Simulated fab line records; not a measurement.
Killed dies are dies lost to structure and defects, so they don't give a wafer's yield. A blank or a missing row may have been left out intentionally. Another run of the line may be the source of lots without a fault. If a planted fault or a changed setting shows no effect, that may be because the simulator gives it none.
Chamber matching | flow n5-finfet | N5_HKMG_FIN_ALD_91 on ald-metal-01 has 4 sister chambers
The step deposits TiN, target thk 1 nm, pulse time 1 s, purge time 3 s. 14 wafers are shown with their chamber, then 7 later ones without.

## WAFERS PAIRED WITH THEIR CHAMBERS
wafer  | chamber | heater-power-w (W) | precursor-pulse-height-rel
L074.2 | 2       | 694                | 1.010
L074.3 | 1       | 848                | 1.021
L074.5 | 2       | 725                | 1.017
L077.1 | 3       | 910                | 1.015
L077.2 | 0       | 1072               | 1.014
L077.3 | 2       | 691                | 0.998
L079.1 | 3       | 920                | 1.010
L079.3 | 1       | 822                | 0.994
L079.5 | 2       | 728                | 1.005
L081.2 | 0       | 1076               | 1.012
L081.3 | 1       | 847                | 1.004
L081.4 | 3       | 896                | 0.994
L085.3 | 1       | 816                | 1.002
L085.5 | 3       | 915                | 1.005

SIGNATURES, as means of the wafers listed above
reading                    | chamber 0 | chamber 1 | chamber 2 | chamber 3 | scatter within a chamber
heater-power-w             | 1074.00   | 833.25    | 709.50    | 910.25    | 15.2
precursor-pulse-height-rel | 1.01300   | 1.00525   | 1.00750   | 1.00600   | 0.00908
Rule: for a wafer and a chamber, the distance is found by dividing, reading by reading, the gap between the wafer's reading and the chamber's mean by the reading's scatter, squaring, summing and taking the root. The wafer belongs to the nearest chamber; if the next one is less than 2 further off, it can't be placed. The scatter: the root of (the sum of the squares of (reading less its chamber's mean) over the shown wafers, divided by (wafers less chambers)).

## WAFERS MISSING THEIR CHAMBER
wafer  | heater-power-w (W) | precursor-pulse-height-rel
L085.6 | 1094               | 1.023
L090.1 | 713                | 0.987
L090.4 | 1073               | 0.984
L090.5 | 1087               | 1.031
L094.2 | 821                | 0.966
L094.3 | 896                | 1.006
L094.4 | 1099               | 0.999

## EACH ONE'S CHAMBER
wafer  | from the rows above | in truth
L085.6 | 0                   | 0
L090.1 | 2                   | 2
L090.4 | 0                   | 0
L090.5 | 0                   | 0
L094.2 | 1                   | 1
L094.3 | 3                   | 3
L094.4 | 0                   | 0
Correct placement for 7 of the 7. From these rows, 0 cannot be placed. Wrongly placed: 0.
